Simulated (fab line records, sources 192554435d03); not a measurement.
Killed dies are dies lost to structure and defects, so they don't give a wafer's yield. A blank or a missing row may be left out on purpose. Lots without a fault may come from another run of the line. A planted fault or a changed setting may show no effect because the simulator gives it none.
fab line records | flow n5_finfet
record lots=24 wafers=72 last_day=18
route steps=1938 shown SDB@365 HKMG_FIN@388 GATE_CUT@473
lots that met no fault: from a run of the same line without faults
start_h: hours from the record's first day to the start of the lot's first wafer shown | wait_h: hours since the lot's step before | " the same as in the row above | L1.1+2: a row that stands for several wafers | - no value, or no start given | * or withheld: withheld | < > ~ a bound
route shown NAME@n: a module of which the file shows steps, and the number in the route of the first | usual: mean/standard deviation of fault-free wafers | same: alike in all rows | chamber/n: place in a boat | sites: the reading at each site | _std_site: their standard deviation | _edge_site: outer sites' mean less inner sites' | radius_mm: how far each site lies from the wafer's centre | mask NAME#n: copy n | behind: the tool/chamber that last shaped the wafer | hold: why the lot was held/for how many hours/how that ended | device: the transistor (n, p or np) that didn't switch | end of line: the same wafers' tests at the end of the route | a step without rows: its recipe alone | killed: dies lost to structure and defects at the first sort, not the wafer's yield | map: a wafer's dies, x killed, . not, _ none there
set.NAME: the setting as run; set.NAME@STEP: as run at that earlier step | model.NAME: the simulator's own value behind a step, which no gauge read
steps of the route over a sample of lots; a table a step, a row a wafer
services: from which hour (start_h, from the record's first day; less than 0 if before it) a tool's chamber was out of use, for how many hours, and why
## steps
# step N5_SDB_STRIP_22
# recipe chemistry=N2/H2 power_w=1000 temp_c=250 h2_frac=0.65 overash_fraction=0.3 pressure_mtorr=withheld n2_flow_sccm=1750 h2_flow_sccm=3250
# usual drypump_motor_current_A=5.30/0.23 heater_power_w=305/20 oes_product_au=0.715/0.0047 strip_time_to_endpoint_s=96.5/0.35
# columns lot.wafer tool chamber start_h wait_h drypump_motor_current_A heater_power_w oes_product_au rf_hours_counter_h strip_time_to_endpoint_s
L074.2 plasma_asher-01 0 66.11 0.1 5.63 288 0.707 41 95.9
L074.5 " 1 " " 5.34 338 0.719 - 95.9
L074.6 " 0 " " 5.64 283 0.720 - 96.1
L075.3 plasma_asher-02 1 70.74 0.1 5.34 290 0.709 - 96.1
L075.4 " 0 " " 5.00 315 0.712 - 96.6
L075.6 " 0 " " 5.00 318 0.715 - 96.5
L076.1 plasma_asher-01 0 77.47 0.1 5.66 281 0.712 44 96.4
L076.3 " 0 " " 5.67 283 0.719 - 96.2
L076.5 " 0 " " 5.59 277 0.709 - 95.9
L077.1 plasma_asher-01 1 84.29 0.1 5.32 335 0.719 45 96.4
L077.2 " 0 " " 5.64 280 0.711 45 96.6
L077.3 " 0 " " 5.62 278 0.716 - 96.4
L078.1 plasma_asher-02 1 92.86 0.1 5.38 292 0.712 86 96.7
L078.5 " 0 " " 5.00 303 0.721 - 96.0
L078.6 " 1 " " 5.39 292 0.712 - 96.1
L079.3 plasma_asher-02 0 95.20 0.1 5.03 312 0.697 - 96.1
L079.5 " 1 " " 5.36 293 0.714 - 96.1
L079.6 " 0 " " 5.02 315 0.723 - 96.3
L080.3 plasma_asher-02 1 102.86 0.1 5.37 287 0.711 - 96.4
L080.4 " 0 " " 5.02 315 0.718 - 96.6
L080.6 " 0 " " 5.02 325 0.712 - 96.6
L081.3 plasma_asher-02 1 106.30 0.1 5.36 291 0.715 - 96.1
L081.4 " 0 " " 5.00 315 0.715 - 96.1
L081.5 " 0 " " 4.97 306 0.712 - 95.9
L082.2 plasma_asher-02 1 112.79 0.1 5.36 286 0.715 89 96.6
L082.3 " 1 " " 5.37 289 0.715 - 96.6
L082.6 " 1 " " 5.36 282 0.709 - 96.5
L083.2 plasma_asher-02 1 119.32 0.1 5.37 301 0.709 90 96.9
L083.5 " 1 " " 5.36 300 0.711 - 96.0
L083.6 " 0 " " 4.98 314 0.715 - 96.8
L084.1 plasma_asher-01 0 129.74 0.1 5.64 277 0.716 55 96.3
L084.3 " 1 " " 5.34 335 0.721 - 96.5
L084.5 " 0 " " 5.65 284 0.711 - 96.2
L085.1 plasma_asher-01 1 137.74 0.1 5.34 341 0.713 56 96.7
L085.3 " 0 " " 5.65 281 0.716 - 96.8
L085.4 " 1 " " 5.38 336 0.715 - 96.8
L086.2 plasma_asher-02 1 147.96 0.1 5.37 292 0.711 95 96.6
L086.4 " 1 " " 5.39 283 0.707 - 96.5
L086.5 " 1 " " 5.39 291 0.724 - 96.5
L087.1 plasma_asher-02 1 165.36 0.1 5.34 299 0.718 98 97.0
L087.4 " 1 " " 5.38 295 0.708 - 97.2
L087.5 " 1 " " 5.37 298 0.711 - 96.8
L088.2 plasma_asher-02 1 165.72 0.1 5.36 294 0.719 98 96.6
L088.5 " 1 " " 5.37 293 0.716 - 97.5
L088.6 " 0 " " 4.99 316 0.728 - 96.1
L089.1 plasma_asher-01 1 167.57 0.1 5.35 336 0.714 60 96.5
L089.4 " 1 " " 5.35 332 0.718 - 96.4
L089.6 " 0 " " 5.62 286 0.706 - 97.1
L090.2 plasma_asher-01 0 171.32 0.1 5.63 283 0.720 60 96.6
L090.4 " 1 " " 5.33 338 0.714 - 96.9
L090.5 " 1 " " 5.35 333 0.710 - 96.4
L091.2 plasma_asher-02 0 172.54 0.1 5.02 319 0.715 99 96.5
L091.5 " 0 " " 4.98 319 0.714 - 96.4
L091.6 " 1 " " 5.37 289 0.711 - 96.0
L092.4 plasma_asher-02 0 175.96 0.2 5.00 325 0.712 - 96.7
L092.5 " 1 " " 5.34 287 0.719 - 96.3
L092.6 " 0 " " 5.01 316 0.711 - 96.3
L093.1 plasma_asher-02 0 183.03 0.1 4.99 325 0.715 103 96.3
L093.2 " 1 " " 5.38 289 0.709 103 96.4
L093.6 " 0 " " 5.00 320 0.710 - 96.8
L094.1 plasma_asher-01 1 186.19 0.1 5.34 336 0.716 65 96.5
L094.4 " 1 " " 5.33 340 0.721 - 96.4
L094.5 " 1 " " 5.33 341 0.714 - 96.7
L095.1 plasma_asher-02 0 193.34 0.1 4.99 312 0.721 106 96.3
L095.3 " 1 " " 5.36 295 0.709 - 97.1
L095.4 " 0 " " 5.01 318 0.713 - 96.3
L096.3 plasma_asher-02 1 199.74 0.1 5.36 295 0.716 - 96.2
L096.4 " 0 " " 5.01 315 0.707 - 96.6
L096.6 " 0 " " 5.00 314 0.713 - 97.0
L097.2 plasma_asher-01 1 210.79 0.1 5.32 336 0.719 69 96.4
L097.3 " 1 " " 5.34 339 0.713 - 96.6
L097.5 " 0 " " 5.68 283 0.719 - 96.4
# step N5_HKMG_FIN_ALD_74
# recipe material=La2O3 target_thk_a=5 temp_c=250 ald_precursor_family=La-Cp ald_co_reactant=O3 pulse_time_s=6 co_reactant_pulse_time_s=1 purge_time_s=3 co_reactant_purge_time_s=3
# usual heater_power_w=357/51 precursor_pulse_height_rel=1.002/0.019
# columns lot.wafer tool chamber start_h wait_h heater_power_w precursor_pulse_height_rel
L074.2 ald_hk-02 3 70.64 0.2 334 1.033
L074.5 " 3 " " 343 1.014
L074.6 " 0 " " 304 0.999
L075.3 ald_hk-03 3 75.24 0.1 275 0.987
L075.4 " 2 " " 442 1.004
L075.6 " 1 " " 370 0.998
L076.1 ald_hk-02 0 82.01 0.2 309 1.001
L076.3 " 3 " " 332 0.983
L076.5 " 2 " " 291 0.986
L077.1 ald_hk-01 2 89.00 0.3 426 1.043
L077.2 " 0 " " 346 0.961
L077.3 " 1 " " 353 1.011
L078.1 ald_hk-03 0 97.97 0.3 379 0.988
L078.5 " 0 " " 373 1.006
L078.6 " 3 " " 278 0.995
L079.3 ald_hk-02 2 100.04 0.1 286 1.029
L079.5 " 3 " " 338 0.991
L079.6 " 2 " " 286 0.949
L080.3 ald_hk-01 3 107.62 0.1 409 0.967
L080.4 " 1 " " 347 1.006
L080.6 " 2 " " 421 0.986
L081.3 ald_hk-03 3 110.94 0.1 279 1.021
L081.4 " 2 " " 435 0.994
L081.5 " 1 " " 383 0.998
L082.2 ald_hk-03 0 118.13 0.2 378 1.003
L082.3 " 2 " " 426 0.987
L082.6 " 1 " " 385 0.993
L083.2 ald_hk-01 3 123.94 0.2 417 1.006
L083.5 " 3 " " 415 0.996
L083.6 " 0 " " 359 0.990
L084.1 ald_hk-01 3 134.45 0.2 417 0.987
L084.3 " 1 " " 346 0.979
L084.5 " 0 " " 355 0.985
L085.1 ald_hk-02 3 142.98 0.2 340 1.002
L085.3 " 0 " " 306 1.015
L085.4 " 2 " " 291 0.999
L086.2 ald_hk-03 1 152.76 0.2 388 1.009
L086.4 " 2 " " 438 0.975
L086.5 " 3 " " 274 0.994
L087.1 ald_hk-02 3 169.92 0.2 353 0.977
L087.4 " 1 " " 293 0.997
L087.5 " 0 " " 307 1.008
L088.2 ald_hk-01 1 171.21 0.2 346 1.004
L088.5 " 0 " " 343 1.025
L088.6 " 3 " " 424 0.989
L089.1 ald_hk-03 0 172.15 0.2 376 0.981
L089.4 " 1 " " 381 0.986
L089.6 " 3 " " 277 0.996
L090.2 ald_hk-02 3 175.95 0.2 340 0.980
L090.4 " 0 " " 306 1.015
L090.5 " 3 " " 337 0.994
L091.2 ald_hk-01 1 177.07 0.2 351 1.002
L091.5 " 0 " " 350 1.004
L091.6 " 3 " " 417 1.026
L092.4 ald_hk-01 3 180.67 0.1 412 0.993
L092.5 " 1 " " 348 1.018
L092.6 " 2 " " 420 0.996
L093.1 ald_hk-02 0 188.18 0.2 301 1.028
L093.2 " 3 " " 346 1.024
L093.6 " 0 " " 305 1.019
L094.1 ald_hk-01 2 190.79 0.2 428 1.002
L094.4 " 3 " " 423 0.975
L094.5 " 2 " " 423 0.980
L095.1 ald_hk-03 1 197.87 0.2 383 1.003
L095.3 " 3 " " 280 0.956
L095.4 " 2 " " 429 0.971
L096.3 ald_hk-01 3 206.23 0.1 411 1.005
L096.4 " 2 " " 427 1.015
L096.6 " 0 " " 364 1.003
L097.2 ald_hk-03 1 216.04 0.2 382 1.009
L097.3 " 0 " " 372 1.005
L097.5 " 1 " " 383 1.002
# step N5_HKMG_FIN_ALD_75
# recipe material=Al2O3 target_thk_a=10 temp_c=150 ald_precursor_family=TMA ald_co_reactant=H2O pulse_time_s=withheld co_reactant_pulse_time_s=1
# usual heater_power_w=154/22 precursor_pulse_height_rel=0.998/0.019
# columns lot.wafer tool chamber start_h wait_h heater_power_w precursor_pulse_height_rel
L074.2 ald_hk-02 3 70.71 0.0 148 1.004
L074.5 " 3 " " 147 0.991
L074.6 " 0 " " 129 1.020
L075.3 ald_hk-03 3 75.32 0.0 119 1.022
L075.4 " 2 " " 190 1.024
L075.6 " 1 " " 166 1.006
L076.1 ald_hk-02 0 82.08 0.0 133 1.011
L076.3 " 3 " " 145 1.038
L076.5 " 2 " " 122 0.971
L077.1 ald_hk-01 2 89.07 0.0 185 0.979
L077.2 " 0 " " 154 1.025
L077.3 " 1 " " 148 0.953
L078.1 ald_hk-03 0 98.04 0.0 163 1.003
L078.5 " 0 " " 161 1.007
L078.6 " 3 " " 118 0.998
L079.3 ald_hk-02 2 100.11 0.0 129 0.982
L079.5 " 3 " " 144 0.998
L079.6 " 2 " " 126 1.011
L080.3 ald_hk-01 3 107.70 0.0 179 0.991
L080.4 " 1 " " 148 1.005
L080.6 " 2 " " 179 0.967
L081.3 ald_hk-03 3 111.02 0.0 122 1.017
L081.4 " 2 " " 187 1.018
L081.5 " 1 " " 169 0.973
L082.2 ald_hk-03 0 118.20 0.0 161 1.027
L082.3 " 2 " " 189 1.049
L082.6 " 1 " " 163 0.959
L083.2 ald_hk-01 3 124.01 0.0 175 1.027
L083.5 " 3 " " 177 0.993
L083.6 " 0 " " 152 0.972
L084.1 ald_hk-01 3 134.53 0.0 176 1.005
L084.3 " 1 " " 149 0.999
L084.5 " 0 " " 156 1.025
L085.1 ald_hk-02 3 143.06 0.0 150 1.036
L085.3 " 0 " " 131 1.001
L085.4 " 2 " " 126 1.013
L086.2 ald_hk-03 1 152.84 0.0 170 0.982
L086.4 " 2 " " 191 1.001
L086.5 " 3 " " 120 1.011
L087.1 ald_hk-02 3 170.00 0.0 144 0.995
L087.4 " 1 " " 127 0.987
L087.5 " 0 " " 130 1.007
L088.2 ald_hk-01 1 171.28 0.0 150 0.970
L088.5 " 0 " " 150 1.016
L088.6 " 3 " " 180 0.987
L089.1 ald_hk-03 0 172.22 0.0 165 0.982
L089.4 " 1 " " 165 1.001
L089.6 " 3 " " 120 1.019
L090.2 ald_hk-02 3 176.03 0.0 147 1.009
L090.4 " 0 " " 130 0.988
L090.5 " 3 " " 148 1.020
L091.2 ald_hk-01 1 177.14 0.0 148 0.996
L091.5 " 0 " " 152 0.984
L091.6 " 3 " " 178 1.006
L092.4 ald_hk-01 3 180.75 0.0 177 1.005
L092.5 " 1 " " 147 0.991
L092.6 " 2 " " 189 0.977
L093.1 ald_hk-02 0 188.26 0.0 131 1.000
L093.2 " 3 " " 146 1.009
L093.6 " 0 " " 130 0.983
L094.1 ald_hk-01 2 190.86 0.0 183 1.024
L094.4 " 3 " " 178 0.962
L094.5 " 2 " " 183 0.980
L095.1 ald_hk-03 1 197.95 0.0 169 0.990
L095.3 " 3 " " 119 0.994
L095.4 " 2 " " 188 0.983
L096.3 ald_hk-01 3 206.31 0.0 175 0.983
L096.4 " 2 " " 188 0.986
L096.6 " 0 " " 158 1.005
L097.2 ald_hk-03 1 216.11 0.0 171 0.946
L097.3 " 0 " " 161 0.980
L097.5 " 1 " " 166 1.005
# step N5_HKMG_FIN_INSPECT_61
# recipe mode=adi inspect_instrument=macro
# usual raw_defect_count=2.0/1.3
# columns lot.wafer tool chamber start_h wait_h raw_defect_count
L074.2 defect_inspect-01 - 71.24 0.0 3
L074.5 " - " " 4
L074.6 " - " " 2
L075.3 defect_inspect-01 - 75.85 0.0 2
L075.4 " - " " 3
L075.6 " - " " 1
L076.1 defect_inspect-01 - 82.60 0.0 2
L076.3 " - " " 2
L076.5 " - " " 1
L077.1 defect_inspect-01 - 89.47 0.0 5
L077.2 " - " " 3
L077.3 " - " " 1
L078.1 defect_inspect-01 - 98.56 0.0 1
L078.5 " - " " 3
L078.6 " - " " 4
L079.3 defect_inspect-01 - 100.63 0.0 1
L079.5 " - " " 1
L079.6 " - " " 2
L080.3 defect_inspect-01 - 108.10 0.0 3
L080.4 " - " " 0
L080.6 " - " " 1
L081.3 defect_inspect-02 - 111.54 0.0 4
L081.4 " - " " 2
L081.5 " - " " 5
L082.2 defect_inspect-01 - 118.72 0.0 1
L082.3 " - " " 1
L082.6 " - " " 3
L083.2 defect_inspect-02 - 124.54 0.0 3
L083.5 " - " " 1
L083.6 " - " " 0
L084.1 defect_inspect-01 - 134.92 0.0 5
L084.3 " - " " 4
L084.5 " - " " 1
L085.1 defect_inspect-02 - 143.58 0.0 2
L085.3 " - " " 0
L085.4 " - " " 0
L086.2 defect_inspect-01 - 153.24 0.0 4
L086.4 " - " " 2
L086.5 " - " " 5
L087.1 defect_inspect-02 - 170.52 0.0 1
L087.4 " - " " 1
L087.5 " - " " 2
L088.2 defect_inspect-01 - 171.68 0.0 4
L088.5 " - " " 4
L088.6 " - " " 3
L089.1 defect_inspect-02 - 172.74 0.0 2
L089.4 " - " " 1
L089.6 " - " " 1
L090.2 defect_inspect-02 - 176.42 0.0 0
L090.4 " - " " 2
L090.5 " - " " 2
L091.2 defect_inspect-01 - 177.66 0.0 1
L091.5 " - " " 3
L091.6 " - " " 3
L092.4 defect_inspect-02 - 181.15 0.0 0
L092.5 " - " " 4
L092.6 " - " " 3
L093.1 defect_inspect-01 - 188.78 0.0 2
L093.2 " - " " 0
L093.6 " - " " 3
L094.1 defect_inspect-02 - 191.38 0.0 2
L094.4 " - " " 1
L094.5 " - " " 3
L095.1 defect_inspect-02 - 198.47 0.0 1
L095.3 " - " " 4
L095.4 " - " " 4
L096.3 defect_inspect-02 - 206.83 0.0 1
L096.4 " - " " 2
L096.6 " - " " 2
L097.2 defect_inspect-01 - 216.51 0.0 1
L097.3 " - " " 2
L097.5 " - " " 1
# step N5_HKMG_FIN_STRIP_92
# recipe chemistry=N2/H2 material=SOC time_s=20 power_w=500 temp_c=40 pressure_mtorr=50 rf_frequency_hz=6e+07 bias_power_w=8 h2_frac=0.5 n2_flow_sccm=300 h2_flow_sccm=300
# usual bias_power_w=8.000/0.024 drypump_motor_current_A=5.6/0.53 oes_product_au=0.78/0.079 rf_vpp_V=54.3/0.85 showerhead_plenum_p_Torr=3.38/0.11 throttle_valve_pct=18.8/0.35
# columns lot.wafer tool chamber start_h wait_h bias_power_w drypump_motor_current_A oes_product_au rf_hours_counter_h rf_vpp_V showerhead_plenum_p_Torr throttle_valve_pct
L074.2 rie_diel-05 2 75.48 0.1 8.044 5.7 0.83 69 54.5 3.40 18.8
L074.5 " 1 " " 8.021 4.9 0.71 - 53.0 3.31 18.5
L074.6 " 0 " " 7.996 5.3 0.84 - 53.9 3.28 19.0
L075.3 rie_diel-06 3 79.85 0.1 7.986 6.7 0.71 181 56.0 3.45 19.0
L075.4 " 1 " " 8.031 5.1 0.70 - 54.1 3.32 18.7
L075.6 " 3 " " 7.994 6.7 0.72 - 54.0 3.45 19.0
L076.1 rie_diel-06 1 86.50 0.1 8.012 5.1 0.69 221 54.6 3.32 18.7
L076.3 " 3 " " 7.992 6.6 0.71 184 54.9 3.45 19.0
L076.5 " 3 " " 8.004 6.6 0.72 - 54.0 3.45 19.0
L077.1 rie_diel-05 1 93.34 0.1 8.033 4.9 0.70 238 53.8 3.31 18.5
L077.2 " 2 " " 8.002 5.7 0.82 75 54.1 3.40 18.8
L077.3 " 0 " " 7.989 5.3 0.82 70 53.7 3.27 19.0
L078.1 rie_diel-02 0 102.41 0.1 8.008 5.7 0.88 42 54.0 3.28 18.3
L078.5 " 2 " " 7.997 5.4 0.92 - 55.2 3.56 18.3
L078.6 " 3 " " 8.021 5.8 0.84 - 55.1 3.40 19.0
L079.3 rie_diel-02 3 104.62 0.1 7.985 5.8 0.84 83 54.1 3.40 19.0
L079.5 " 1 " " 7.997 6.0 0.73 - 55.0 3.47 19.2
L079.6 " 0 " " 7.974 5.7 0.88 - 54.2 3.28 18.2
L080.3 rie_diel-06 0 111.98 0.1 7.996 5.0 0.92 29 53.6 3.57 18.4
L080.4 " 2 " " 7.959 6.5 0.72 215 55.0 3.18 19.4
L080.6 " 1 " " 8.019 5.1 0.69 - 54.7 3.32 18.7
L081.3 rie_diel-06 2 115.66 0.1 8.001 6.5 0.72 216 54.9 3.18 19.4
L081.4 " 0 " " 8.009 5.0 0.93 31 54.5 3.57 18.4
L081.5 " 3 " " 7.989 6.7 0.70 - 56.3 3.45 19.0
L082.2 rie_diel-05 2 122.71 0.1 8.031 5.6 0.81 85 53.7 3.39 18.8
L082.3 " 1 " " 8.058 4.8 0.69 248 54.8 3.30 18.5
L082.6 " 2 " " 8.040 5.6 0.81 - 54.7 3.39 18.8
L083.2 rie_diel-05 1 128.34 0.1 7.982 4.9 0.68 250 54.0 3.30 18.6
L083.5 " 3 " " 8.001 5.4 0.68 - 54.8 3.33 19.1
L083.6 " 0 " " 7.964 5.2 0.80 - 52.4 3.27 19.1
L084.1 rie_diel-05 0 139.17 0.1 7.987 5.3 0.81 87 53.3 3.26 19.1
L084.3 " 3 " " 7.986 5.4 0.68 228 53.0 3.33 19.1
L084.5 " 3 " " 8.001 5.4 0.69 - 54.2 3.33 19.1
L085.1 rie_diel-02 0 147.51 0.1 8.001 5.7 0.86 57 54.4 3.27 18.3
L085.3 " 2 " " 7.954 5.3 0.89 30 54.7 3.55 18.3
L085.4 " 1 " " 7.992 6.0 0.71 203 53.7 3.47 19.3
L086.2 rie_diel-02 3 157.23 0.1 8.004 5.8 0.81 102 54.9 3.39 19.0
L086.4 " 0 " " 8.047 5.7 0.86 60 54.3 3.27 18.3
L086.5 " 2 " " 8.014 5.3 0.87 - 54.6 3.55 18.3
L087.1 rie_diel-06 0 174.44 0.1 8.011 5.0 0.89 50 54.7 3.56 18.5
L087.4 " 3 " " 8.053 6.7 0.69 - 54.2 3.44 19.0
L087.5 " 1 " " 8.002 5.1 0.68 - 54.4 3.30 18.8
L088.2 rie_diel-02 0 175.41 0.1 7.969 5.7 0.84 65 53.2 3.26 18.3
L088.5 " 1 " " 7.977 6.1 0.70 - 53.7 3.46 19.3
L088.6 " 2 " " 7.978 5.3 0.87 - 53.8 3.55 18.3
L089.1 rie_diel-02 0 176.48 0.1 7.999 5.7 0.85 65 53.7 3.27 18.3
L089.4 " 3 " " 8.010 5.8 0.81 108 54.7 3.38 19.0
L089.6 " 2 " " 8.023 5.3 0.87 - 53.6 3.55 18.3
L090.2 rie_diel-06 1 181.20 0.1 8.019 5.1 0.68 255 55.0 3.30 18.8
L090.4 " 1 " " 8.035 5.2 0.67 - 55.2 3.30 18.8
L090.5 " 0 " " 7.981 5.0 0.89 - 55.6 3.56 18.5
L091.2 rie_diel-02 1 181.57 0.1 7.995 6.0 0.70 214 55.6 3.46 19.3
L091.5 " 0 " " 8.012 5.7 0.85 - 54.2 3.26 18.3
L091.6 " 3 " " 8.009 5.8 0.80 - 55.2 3.38 19.0
L092.4 rie_diel-06 0 185.12 0.0 7.955 5.0 0.88 - 53.6 3.56 18.5
L092.5 " 3 " " 8.004 6.6 0.69 - 54.4 3.43 19.1
L092.6 " 1 " " 7.993 5.1 0.67 - 55.5 3.30 18.8
L093.1 rie_diel-06 3 192.65 0.1 8.042 6.6 0.68 221 55.0 3.43 19.1
L093.2 " 1 " " 8.041 5.1 0.67 259 53.9 3.30 18.8
L093.6 " 1 " " 8.013 5.1 0.67 - 55.0 3.30 18.8
L094.1 rie_diel-02 2 195.46 0.1 7.977 5.4 0.85 44 55.5 3.55 18.3
L094.4 " 0 " " 8.032 5.7 0.84 72 52.7 3.26 18.3
L094.5 " 2 " " 8.002 5.4 0.85 - 54.7 3.55 18.3
L095.1 rie_diel-05 1 204.55 0.1 7.980 4.9 0.91 25 53.6 3.29 18.2
L095.3 " 2 " " 7.971 5.6 0.76 118 54.8 3.37 18.8
L095.4 " 0 " " 8.000 5.3 0.78 - 52.7 3.25 19.1
L096.3 rie_diel-05 1 212.05 0.1 8.001 4.9 0.90 30 53.2 3.28 18.2
L096.4 " 0 " " 7.963 5.3 0.78 - 53.0 3.25 19.1
L096.6 " 1 " " 8.019 4.9 0.91 - 53.1 3.28 18.2
L097.2 rie_diel-02 0 221.47 0.1 7.988 5.7 0.82 85 53.2 3.25 18.3
L097.3 " 1 " " 8.059 6.0 0.69 232 55.9 3.45 19.3
L097.5 " 2 " " 8.013 5.4 0.85 - 55.1 3.54 18.3
# step N5_GATE_CUT_SAC_CAP_01
# recipe material=SiNx target_thk_a=240 temp_c=400 ald_precursor_family=SiH2I2 ald_co_reactant=N2/H2-plasma pulse_time_s=1 ald_cycles=480 purge_time_s=2 co_reactant_purge_time_s=2 pressure_torr=2
# usual heater_power_w=791/120 precursor_pulse_height_rel=1.002/0.02
# columns lot.wafer tool chamber start_h wait_h heater_power_w precursor_pulse_height_rel
L074.2 ald_sin-02 2 80.05 0.0 856 1.005
L074.5 " 3 81.14 1.1 915 1.012
L074.6 " 0 " " 854 0.966
L075.3 ald_sin-01 1 84.63 0.0 776 1.004
L075.4 " 2 " " 993 0.993
L075.6 " 1 85.71 1.1 738 1.031
L076.1 ald_sin-03 2 91.09 0.0 546 1.048
L076.3 " 0 " " 830 0.971
L076.5 " 3 92.18 1.1 724 0.977
L077.1 ald_sin-01 2 99.43 1.4 981 1.001
L077.2 " 1 " " 752 1.017
L077.3 " 0 " " 819 1.015
L078.1 ald_sin-02 0 107.14 0.0 880 1.008
L078.5 " 1 108.23 1.1 696 0.993
L078.6 " 0 " " 912 1.008
L079.3 ald_sin-03 0 109.53 0.0 821 1.005
L079.5 " 0 110.61 1.1 797 1.046
L079.6 " 1 " " 782 0.983
L080.3 ald_sin-01 2 116.91 0.0 960 1.017
L080.4 " 0 " " 844 0.982
L080.6 " 3 117.99 1.1 925 0.985
L081.3 ald_sin-03 3 120.51 0.0 725 0.991
L081.4 " 2 " " 546 1.019
L081.5 " 3 121.59 1.1 716 0.991
L082.2 ald_sin-03 3 127.42 0.0 706 1.037
L082.3 " 1 " " 758 1.005
L082.6 " 3 128.50 1.1 741 1.010
L083.2 ald_sin-02 3 133.11 0.0 904 0.984
L083.5 " 3 134.20 1.1 834 0.955
L083.6 " 2 " " 839 1.006
L084.1 ald_sin-03 1 144.15 0.0 767 1.003
L084.3 " 2 " " 550 0.986
L084.5 " 2 145.23 1.1 548 1.012
L085.1 ald_sin-03 2 152.08 0.0 562 1.017
L085.3 " 1 " " 780 1.002
L085.4 " 0 " " 833 0.952
L086.2 ald_sin-02 3 161.87 0.0 878 1.010
L086.4 " 2 " " 838 1.039
L086.5 " 1 162.96 1.1 667 1.022
L087.1 ald_sin-02 0 179.70 0.5 904 0.997
L087.4 " 3 " " 857 1.013
L087.5 " 3 180.79 1.6 863 1.000
L088.2 ald_sin-03 0 181.03 1.0 823 0.991
L088.5 " 3 182.12 2.1 732 1.020
L088.6 " 0 " " 834 0.994
L089.1 ald_sin-02 1 181.87 0.8 688 0.977
L089.4 " 0 " " 883 0.982
L089.6 " 2 182.96 1.8 847 1.003
L090.2 ald_sin-02 3 186.85 1.1 851 0.980
L090.4 " 2 " " 843 1.006
L090.5 " 1 187.93 2.2 686 0.968
L091.2 ald_sin-03 2 188.89 2.6 557 0.977
L091.5 " 1 189.98 3.7 786 0.978
L091.6 " 0 " " 827 1.009
L092.4 ald_sin-02 3 189.73 0.1 874 1.014
L092.5 " 2 190.82 1.2 843 1.020
L092.6 " 1 " " 680 0.985
L093.1 ald_sin-03 2 197.44 0.2 548 1.036
L093.2 " 1 " " 772 0.993
L093.6 " 2 198.53 1.3 560 0.990
L094.1 ald_sin-03 2 200.55 0.0 548 0.995
L094.4 " 1 " " 792 0.974
L094.5 " 1 201.63 1.1 774 0.963
L095.1 ald_sin-01 2 209.27 0.0 986 0.990
L095.3 " 0 " " 872 0.995
L095.4 " 1 " " 723 0.990
L096.3 ald_sin-01 0 216.84 0.0 877 0.999
L096.4 " 3 " " 892 0.993
L096.6 " 2 217.92 1.1 973 1.025
L097.2 ald_sin-03 0 226.56 0.0 838 1.030
L097.3 " 2 " " 553 1.028
L097.5 " 3 227.65 1.1 713 1.002
## services
# columns tool chamber start_h hours kind
ald_sin-03 - 47.75 2.8 pm
rie_diel-05 3 54.01 8.8 repair
ald_sin-03 1 74.73 13.9 repair
rie_diel-06 0 79.05 8.7 repair
rie_diel-02 1 87.10 2.7 repair
ald_sin-02 - 87.48 14.0 pm
ald_sin-02 0 87.48 14.0 vent_cycle
ald_sin-02 1 87.48 14.0 vent_cycle
ald_sin-02 2 87.48 14.0 vent_cycle
ald_sin-02 - 101.48 2.8 pm
rie_diel-02 0 122.41 2.5 repair
ald_hk-02 - 123.31 6.0 pm
plasma_asher-02 - 134.65 0.7 repair
rie_diel-02 0 151.41 1.6 repair
ald_hk-01 - 151.66 1.7 repair
ald_sin-01 0 155.73 9.2 repair
ald_sin-01 1 159.89 16.0 repair
rie_diel-06 2 168.37 33.9 repair
ald_sin-01 - 176.75 14.0 pm
ald_sin-03 3 187.19 13.1 repair
ald_hk-02 - 191.77 8.7 pm
plasma_asher-01 - 192.36 1.2 repair
rie_diel-06 - 195.13 28.1 pm
plasma_asher-01 - 199.12 3.6 repair
## key
fault none
